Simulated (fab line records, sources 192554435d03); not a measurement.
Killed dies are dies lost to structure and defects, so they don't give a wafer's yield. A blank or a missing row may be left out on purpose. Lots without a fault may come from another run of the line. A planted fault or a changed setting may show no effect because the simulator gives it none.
Which tool did it? | flow n5_finfet | 9 lots, 26 wafers sampled, at 5 steps of a route of 1938

WHAT THE GAUGES READ, wafer by wafer
N5_FIN_SAQP_THK_MEAS_05. Usual: thk_nm 38.0 nm, standard deviation 0.44.
lot  | measured    | on            | thk_nm (nm)    | flag
L181 | day 1 20:42 | film_metro-02 | 36.9 38.2 38.3 |
L182 | day 2 02:37 | film_metro-02 | 37.4 38.0 38.2 |
L183 | day 2 09:04 | film_metro-02 | 38.4 37.8 38.1 |
L185 | day 2 21:07 | film_metro-01 | 37.7 37.2 38.5 |
L186 | day 3 03:10 | film_metro-02 | 37.4 38.4 37.8 |
L188 | day 3 14:29 | film_metro-02 | 38.3 37.6 38.5 |
L193 | day 4 23:54 | film_metro-02 | 37.3 38.1 38.3 |
L199 | day 6 10:04 | film_metro-01 | 37.9 37.7      |
L204 | day 7 15:52 | film_metro-02 | 37.6 39.0 38.3 |

N5_BEOL_M4_RC_MEAS_101. Usual: DIBL_N 36.0 mV/V, standard deviation 1.7; DIBL_P 36.2 mV/V, standard deviation 1.9; IOFF_N 0.154 nA/um, standard deviation 0.028; IOFF_P 0.21 nA/um, standard deviation 0.036; ION_N 675 uA/um, standard deviation 11; ION_P 463 uA/um, standard deviation 8.3; SS_N 71.4 mV/dec, standard deviation 0.63; SS_P 73.2 mV/dec, standard deviation 0.55; VT_N 250.2 mV, standard deviation 3; VT_P -251 mV, standard deviation 3.7.
lot  | measured     | on        | DIBL_N (mV/V)  | DIBL_P (mV/V)  | IOFF_N (nA/um)    | IOFF_P (nA/um) | ION_N (uA/um) | ION_P (uA/um) | SS_N (mV/dec)  | SS_P (mV/dec)  | VT_N (mV)         | VT_P (mV)      | flag
L181 | day 9 00:48  | prober-02 | 37.5 34.2 36.4 | 37.4 33.4 35.8 | 0.178 0.133 0.157 | 0.29 0.23 0.26 | 673 672 666   | 469 475 468   | 71.7 70.0 71.2 | 73.6 73.3 73.5 | 248.0 251.1 253.0 | -242 -245 -243 |
L182 | day 9 05:26  | prober-01 | 35.0 38.3 39.0 | 33.2 38.5 38.7 | 0.116 0.186 0.196 | 0.17 0.26 0.26 | 670 688 700   | 455 474 477   | 71.2 72.9 72.4 | 73.0 73.9 73.9 | 252.2 245.6 245.2 | -252 -247 -246 |
L183 | day 13 19:13 | prober-01 | 34.5 36.8 37.0 | 35.1 38.3 39.3 | 0.143 0.181 0.202 | 0.19 0.23 0.26 | 664 683 688   | 458 470 469   | 71.8 71.7 72.3 | 73.2 74.0 73.5 | 250.0 249.0 244.7 | -254 -251 -247 |
L185 | day 10 23:41 | prober-02 | 37.7 38.0 34.4 | 38.6 38.8 34.9 | 0.180 0.185 0.128 | 0.23 0.23 0.17 | 685 679 671   | 477 467 462   | 71.5 72.4 71.1 | 73.7 73.4 72.3 | 249.5 246.9 252.7 | -247 -248 -250 |
L186 | day 11 22:34 | prober-01 | 38.5 34.9 37.2 | 40.8 36.2 39.1 | 0.191 0.124 0.178 | 0.23 0.17 0.20 | 689 654 700   | 469 455 465   | 71.7 71.2 71.2 | 73.7 73.0 74.1 | 247.8 255.7 246.3 | -248 -254 -252 |
L188 | day 12 05:21 | prober-01 | 36.9 35.5 36.7 | 37.4 35.5 36.4 | 0.154 0.126 0.142 | 0.20 0.18 0.18 | 673 660 670   | 455 455 455   | 71.7 72.1 71.4 | 73.4 72.6 73.1 | 252.1 252.8 250.3 | -252 -252 -254 |
L193 | day 13 12:22 | prober-02 | 35.6 37.3 38.7 | 36.0 38.0 38.1 | 0.124 0.157 0.185 | 0.18 0.21 0.22 | 651 668 668   | 450 456 457   | 71.6 72.5 72.8 | 72.4 72.9 73.2 | 252.7 251.6 248.1 | -252 -251 -249 |
L199 | day 15 03:25 | prober-02 | 37.2 39.3      | 37.0 38.5      | 0.177 0.221       | 0.23 0.26      | 681 682       | 468 466       | 71.8 72.9      | 73.7 73.6      | 250.5 246.6       | -249 -246      |
L204 | day 15 11:02 | prober-02 | 36.1 35.9 37.9 | 36.9 34.8 39.6 | 0.145 0.148 0.192 | 0.21 0.19 0.25 | 660 662 697   | 455 456 471   | 71.4 71.4 72.3 | 73.0 72.7 73.9 | 253.2 252.0 247.7 | -253 -252 -249 |

WHICH TOOL RAN EACH LOT (tool, then ch and the chambers of the sampled wafers, then the start)
lot  | N5_FIN_SAQP_DENSIFY_62          | N5_FIN_SAQP_ETCH_51               | N5_FIN_SAQP_ETCH_69
L181 | rtp_anneal-01 ch 0, day 1 20:23 | rie_diel-03 ch 0,1, day 1 21:26   | rie_diel-05 ch 2,3, day 2 00:08
L182 | rtp_anneal-02 ch 0, day 2 02:19 | rie_diel-05 ch 1,2,3, day 2 03:19 | rie_diel-01 ch 0,2, day 2 06:10
L183 | rtp_anneal-02 ch 0, day 2 08:50 | rie_diel-03 ch 0,1,2, day 2 09:58 | rie_diel-01 ch 2,3, day 2 12:55
L185 | rtp_anneal-02 ch 0, day 2 20:51 | rie_diel-05 ch 1,2, day 2 21:57   | rie_diel-05 ch 0,2,3, day 3 01:24
L186 | rtp_anneal-02 ch 0, day 3 02:52 | rie_diel-05 ch 0,2, day 3 03:59   | rie_diel-01 ch 1,2,3, day 3 06:47
L188 | rtp_anneal-01 ch 0, day 3 14:11 | rie_diel-01 ch 0,1,2, day 3 15:19 | rie_diel-05 ch 0,1,3, day 3 18:19
L193 | rtp_anneal-02 ch 0, day 4 23:38 | rie_diel-03 ch 2,3, day 5 00:38   | rie_diel-03 ch 0,1,2, day 5 04:18
L199 | rtp_anneal-01 ch 0, day 6 09:46 | rie_diel-03 ch 0,1, day 6 10:46   | rie_diel-05 ch 2,3, day 6 13:34
L204 | rtp_anneal-01 ch 0, day 7 15:34 | rie_diel-05 ch 1,2, day 7 16:42   | rie_diel-03 ch 0,1, day 7 19:28
- N5_FIN_SAQP_DENSIFY_62: time 60 s.
- N5_FIN_SAQP_ETCH_51: etches SiARC in CF4, target depth 45.5 nm, time 75.8 s.
- N5_FIN_SAQP_ETCH_69: etches SOC in N2/H2, stops on SiNx, target depth 150 nm.

WHAT THE TOOLS THEMSELVES READ (means of the sampled wafers that have a number; where no wafer has one, the mark that the record gives instead)
N5_FIN_SAQP_DENSIFY_62. Usual: lamp_power_pct 9.84 %, standard deviation 0.052; lamp_zone_2_pct 9.846 %, standard deviation 0.011; wafer_temp_C_max 703.3, standard deviation 0.59.
lot  | tool          | lamp_power_pct (%) | lamp_zone_2_pct (%) | wafer_temp_C_max | flag
L181 | rtp_anneal-01 | 9.85               | 9.847               | 703.0            |
L182 | rtp_anneal-02 | 9.81               | 9.854               | 703.2            |
L183 | rtp_anneal-02 | 9.81               | 9.855               | 703.0            |
L185 | rtp_anneal-02 | 9.84               | 9.844               | 703.6            |
L186 | rtp_anneal-02 | 9.88               | 9.850               | 703.3            |
L188 | rtp_anneal-01 | 9.82               | 9.860               | 703.0            |
L193 | rtp_anneal-02 | 9.87               | 9.836               | 703.5            |
L199 | rtp_anneal-01 | 9.83               | 9.845               | 703.5            |
L204 | rtp_anneal-01 | 9.86               | 9.841               | 703.3            |

N5_FIN_SAQP_ETCH_51. Usual: drypump_motor_current_A 5.9 A, standard deviation 0.47; etch_rf_on_time_s 75.2 s, standard deviation 1.9; mfc_ar_sccm 99.9 sccm, standard deviation 0.32; oes_product_au 0.69 a.u., standard deviation 0.08; rf_vpp_V 184.2 V, standard deviation 1.1; showerhead_plenum_p_Torr 2.16 Torr, standard deviation 0.064; throttle_valve_pct 15.64 %, standard deviation 0.23.
lot  | tool        | drypump_motor_current_A (A) | etch_rf_on_time_s (s) | mfc_ar_sccm (sccm) | oes_product_au (a.u.) | rf_vpp_V (V) | showerhead_plenum_p_Torr (Torr) | throttle_valve_pct (%) | flag
L181 | rie_diel-03 | 6.2                         | 76.4                  | 99.9               | 0.74                  | 183.4        | 2.14                            | 15.58                  |
L182 | rie_diel-05 | 5.8                         | 74.4                  | 99.7               | 0.63                  | 183.8        | 2.16                            | 15.72                  |
L183 | rie_diel-03 | 6.4                         | 74.9                  | 100.2              | 0.74                  | 184.1        | 2.17                            | 15.63                  |
L185 | rie_diel-05 | 6.0                         | 76.8                  | 99.8               | 0.61                  | 183.4        | 2.16                            | 15.79                  |
L186 | rie_diel-05 | 5.5                         | 73.4                  | 99.9               | 0.73                  | 185.0        | 2.23                            | 15.61                  |
L188 | rie_diel-01 | 6.0                         | 75.8                  | 99.8               | 0.70                  | 183.8        | 2.13                            | 15.48                  |
L193 | rie_diel-03 | 6.3                         | 74.3                  | 100.1              | 0.72                  | 184.0        | 2.20                            | 15.81                  |
L199 | rie_diel-03 | 6.2                         | 98.0                  | 100.1              | 0.70                  | 183.4        | 2.14                            | 15.46                  | OFF
L204 | rie_diel-05 | 5.8                         | 73.1                  | 99.6               | 0.71                  | 184.7        | 2.18                            | 15.66                  |

N5_FIN_SAQP_ETCH_69. Usual: drypump_motor_current_A 5.9 A, standard deviation 0.5; oes_product_au 0.81 a.u., standard deviation 0.081; rf_vpp_V 240.6 V, standard deviation 1.4; showerhead_plenum_p_Torr 2.54 Torr, standard deviation 0.089; throttle_valve_pct 17.78 %, standard deviation 0.24.
lot  | tool        | drypump_motor_current_A (A) | oes_product_au (a.u.) | rf_vpp_V (V) | showerhead_plenum_p_Torr (Torr) | throttle_valve_pct (%) | flag
L181 | rie_diel-05 | 5.5                         | 0.72                  | 241.6        | 2.56                            | 17.75                  |
L182 | rie_diel-01 | 5.9                         | 0.78                  | 240.2        | 2.52                            | 17.74                  |
L183 | rie_diel-01 | 5.3                         | 0.76                  | 240.8        | 2.55                            | 17.68                  |
L185 | rie_diel-05 | 5.5                         | 0.81                  | 240.7        | 2.59                            | 17.72                  |
L186 | rie_diel-01 | 5.7                         | 0.81                  | 239.9        | 2.50                            | 17.58                  |
L188 | rie_diel-05 | 5.7                         | 0.76                  | 241.2        | 2.53                            | 17.73                  |
L193 | rie_diel-03 | 6.4                         | 0.88                  | 241.4        | 2.56                            | 17.74                  |
L199 | rie_diel-05 | 5.6                         | 0.71                  | 240.9        | 2.56                            | 17.84                  |
L204 | rie_diel-03 | 6.3                         | 0.85                  | 241.9        | 2.55                            | 17.70                  |

THE ANSWER, worked out from the rows above alone
Rule: a lot is off if the mean of its wafers that have a number lies more than 3 standard deviations from the usual mean. A lot without any number at a reading at which 4 lots or more have one is off too. The other lots that the step has rows for count as sound. The gauges are gone through in route order, then the tools' own readings, and for those a lot's mean is taken as printed above. The first step at which some lot is off is used, and at that step the reading that is off furthest; a lot without a number counts as furthest.
Off: L199, at N5_FIN_SAQP_ETCH_51 (etch_rf_on_time_s).
A tool fits if, at that step or a process step before it, it ran every lot that is off, and no sound lot after the first of them. One fits: rie_diel-03 at N5_FIN_SAQP_ETCH_51. Its last sound lot is L193 (day 5 00:38), its first lot that is off L199 (day 6 10:46): a fault that began between those two fits.
The tool's own readings at N5_FIN_SAQP_ETCH_51 bear it out: on the lots that are off they differ by more than 5 times the standard deviation of the sound lots' means. etch_rf_on_time_s reads 98.0 s there against 74.9 s on the sound lots.

WHAT THE SIMULATOR HAD PUT IN
Process parameter drift: rie_diel-03, from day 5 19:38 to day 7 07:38, at N5_FIN_SAQP_ETCH_51. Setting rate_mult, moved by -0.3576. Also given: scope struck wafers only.
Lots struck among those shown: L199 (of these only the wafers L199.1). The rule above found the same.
